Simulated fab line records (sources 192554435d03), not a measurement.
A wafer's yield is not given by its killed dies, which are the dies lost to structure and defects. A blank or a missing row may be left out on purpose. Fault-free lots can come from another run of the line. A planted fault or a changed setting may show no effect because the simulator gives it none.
Split-lot trial | flow n5Finfet | 7 lots, 21 wafers read, on a route of 1938 steps

## ON THE SPLIT
At N5_DUMMY_GATE_COAT_28 (time 60 s, resist thk 10 nm), the setting spinRpm was moved away from the recipe's 1500 rpm on 10 of the 21 wafers read, by -9.3% to +10.9%. The other wafers ran this setting at the recipe's value.

The reading comes from the split's own step.

## THE READING
underlayer_of_DUMMY_GATE_COAT_28.thkNm (the simulator's own value, which no gauge read), in nm, at N5_DUMMY_GATE_COAT_28 (time 60 s, resist thk 10 nm). The file gives no usual value for it.

wafer  | tool, chamber at the split | spinRpm as run, rpm | against the recipe | underlayer_of_DUMMY_GATE_COAT_28.thkNm, nm | against lot-mates on the recipe
L074.3 | lithoTrack-02, 0           | 1360                | -9.3%              | 10.6                                       | +0.6
L074.5 | lithoTrack-02, 0           | 1360                | -9.3%              | 10.6                                       | +0.6
L074.6 | lithoTrack-02, 0           | 1500                | recipe             | 10                                         | -
L078.1 | lithoTrack-04, 0           | 1593                | +6.2%              | 9.8                                        | -0.2
L078.2 | lithoTrack-04, 0           | 1593                | +6.2%              | 9.8                                        | -0.2
L078.4 | lithoTrack-04, 0           | 1500                | recipe             | 10                                         | -
L082.4 | lithoTrack-01, 0           | 1500                | recipe             | 10                                         | -
L082.5 | lithoTrack-01, 0           | 1663                | +10.9%             | 9.6                                        | -0.4
L082.6 | lithoTrack-01, 0           | 1663                | +10.9%             | 9.6                                        | -0.4
L084.1 | lithoTrack-01, 0           | 1454                | -3.1%              | 10.2                                       | +0.2
L084.4 | lithoTrack-01, 0           | 1454                | -3.1%              | 10.2                                       | +0.2
L084.6 | lithoTrack-01, 0           | 1500                | recipe             | 10                                         | -
L089.1 | lithoTrack-01, 0           | 1500                | recipe             | 10                                         | -
L089.4 | lithoTrack-01, 0           | 1500                | recipe             | 10                                         | -
L089.5 | lithoTrack-01, 0           | 1500                | recipe             | 10                                         | -
L092.2 | lithoTrack-01, 0           | 1500                | recipe             | 10                                         | -
L092.3 | lithoTrack-01, 0           | 1500                | recipe             | 10                                         | -
L092.6 | lithoTrack-01, 0           | 1500                | recipe             | 10                                         | -
L097.1 | lithoTrack-02, 0           | 1500                | recipe             | 10                                         | -
L097.3 | lithoTrack-02, 0           | 1641                | +9.4%              | 9.6                                        | -0.4
L097.6 | lithoTrack-02, 0           | 1641                | +9.4%              | 9.6                                        | -0.4

THE FIT
A straight line over all 21 wafers: underlayer_of_DUMMY_GATE_COAT_28.thkNm changes by -0.0474 nm for each +1% of spinRpm; r = -0.98; the points scatter about the line by 0.057 nm.
The same after taking each lot's own level away (the mean of its wafers on the recipe; 21 wafers): -0.0474 nm for each +1%; r = -0.98; scatter 0.057 nm.
Per that fit: largest spinRpm move, reading shift of 0.52 nm.
The lots' own levels span 10.00 to 10.00 nm.
The two slopes are in agreement: the lot-to-lot level therefore moves the slope only a little.
Check: -0.487 nm against its lot-mates is what the line predicts for one of the wafers moved furthest among these (+10.9%) when that wafer is left out of the fit. Against them it came out at -0.4 nm.

## THESE WAFERS: OTHER SPLITS
Before the reading, these wafers also passed through other splits. Each is held against what the fit with the lots' levels taken away leaves over:
other split on the same wafers        | wafers away from the commonest value | r with underlayer_of_DUMMY_GATE_COAT_28.thkNm (lot level and that fit taken away)
N5_ZERO_LAYER_COAT_05 spinRpm         | 6                                    | +0.13
N5_ZERO_LAYER_DEVELOP_10 developTimeS | 8                                    | +0.21
N5_FIN_SAQP_PEB_14 pebTimeS           | 9                                    | +0.17
N5_FIN_CUT_EXPOSE_05 doseMj           | 7                                    | -0.23

## FILE'S OWN FIT
underlayer_of_DUMMY_GATE_COAT_28.thkNm changes by -0.0456 nm for each +1% of spinRpm, r = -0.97.
